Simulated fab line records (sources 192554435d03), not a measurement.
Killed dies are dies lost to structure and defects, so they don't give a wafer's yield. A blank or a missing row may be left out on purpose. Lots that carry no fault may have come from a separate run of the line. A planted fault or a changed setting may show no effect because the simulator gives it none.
A struck lot beside a sound one || flow n5-finfet || 15 steps out of a route of 1938
Sound: these wafers, L104.2, L104.5, L104.6. Wafers L117.2, L117.4, L117.6 were the ones struck. Last of all comes the cause.
Per side, at each step with rows, come the tool, then ch with its chambers, and then its first start. Under that, the readings that differ: sound wafers || struck wafers || difference of the means || sigmas: that difference in standard deviations of wafers without a fault.
alike: words and numbers the same on both sides, and readings whose means are apart by under 2 such deviations; not compared: readings that were withheld, readings missing a value for some wafer, numbers with overlapping values and no deviation given by the record, and bounds like >300 which may hide the same value.
Wherever a step has rows on one side only, a row that says differs or no value, or a row with sigmas, the two part there. Numbers that don't overlap but have no deviation are shown without sigmas and don't part them. Lack of a reading on every wafer of one side parts them only where that side has two or more wafers.

first, 8 steps without rows for these wafers: N5_MIM_TOP_LITHO_HMDS_01 (time 60 s); N5_MIM_TOP_LITHO_COAT_02; N5_MIM_TOP_LITHO_EBR_04; N5_MIM_TOP_LITHO_SOFTBAKE_03 (time 90 s); N5_MIM_TOP_LITHO_EXPOSE_05 (exposes mask MIM TOP, target cd 2000 nm); N5_MIM_TOP_LITHO_PEB_06; N5_MIM_TOP_LITHO_DEVELOP_07 (develop time 60 s); N5_MIM_TOP_LITHO_HARDBAKE_09 (time 120 s).
N5_MIM_TOP_LITHO_CD_MEAS_08 targets a cd of 2000 nm.
  sound on cd-sem-01 ch 0, day 12 11:58; struck on cd-sem-01 ch 0, day 15 14:51
  alike: cd-nm
N5_MIM_TOP_LITHO_OVL_MEAS_11:
  sound on overlay-02 ch 0, day 12 12:00; struck on overlay-01 ch 0, day 15 14:53
  alike: MIM_TOP_OVL
N5_MIM_TOP_LITHO_INSPECT_12: inspects for defects (macro).
  sound: defect-inspect-02 at day 12 12:01; struck: defect-inspect-02 at day 15 14:54
  alike: raw-defect-count
N5_MIM_TOP_LITHO_DESCUM_10: chemistry O2, time 7.9 s.
  sound on rie-diel-03 ch 0,2,3, day 12 12:03; struck on rie-diel-01 ch 0,2,3, day 15 14:56
  alike: chamber-pressure-mTorr, drypump-motor-current-A, oes-product-au, rf-vpp-V, showerhead-plenum-p-Torr, throttle-valve-pct
  not compared: rf-hours-counter-h
N5_MIM_TOP_ETCH_ETCH_00: etches TiN in Cl2/BCl3, target depth 38.5 nm.
  sound on rie-metal-02 ch 1, day 12 12:11; struck on rie-metal-01 ch 0, day 15 15:01
{"reading": "bias-w (W)", "sound": "125.8 126.2 125.8", "struck": "120.5 120.1 120.7", "difference": -5.5, "sigmas": -15}
  alike: chamber-pressure-mTorr, drypump-motor-current-A, oes-product-au, throttle-valve-pct
  not compared: rf-hours-counter-h
N5_MIM_TOP_ETCH_STRIP_01: strips in O2.
  sound on rie-diel-04 ch 0,1,3, day 12 12:24; struck on rie-diel-04 ch 0,1,2, day 15 15:10
  alike: chamber-pressure-mTorr, drypump-motor-current-A, oes-product-au, rf-vpp-V, showerhead-plenum-p-Torr, throttle-valve-pct
  not compared: rf-hours-counter-h
N5_PASSIVATION_PROBE_49:
  sound: prober-02 at day 12 23:29; struck: prober-02 at day 16 00:05
  alike: defect-limited-yield, killed_at_M0_to_M3, killed_at_M4_up, killed-at-contacts, killed-at-front-end, killed-at-other, killed-dies, killed-on-rim, killed-open, killed-short, sort_bin_4_leakage, sort_bin_5_function, sort_bin_6_memory, sort_bin_8_speed, sort-n-pass, sort-yield-pct

WHERE THEY PART
Within this record, at N5_MIM_TOP_ETCH_ETCH_00 only. Later steps at which nothing parts them and some readings are alike: N5_MIM_TOP_ETCH_STRIP_01, N5_PASSIVATION_PROBE_49.

WHY: whatever the simulator had introduced
rie-metal-01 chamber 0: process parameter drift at N5_MIM_TOP_ETCH_ETCH_00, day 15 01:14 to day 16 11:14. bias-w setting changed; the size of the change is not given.
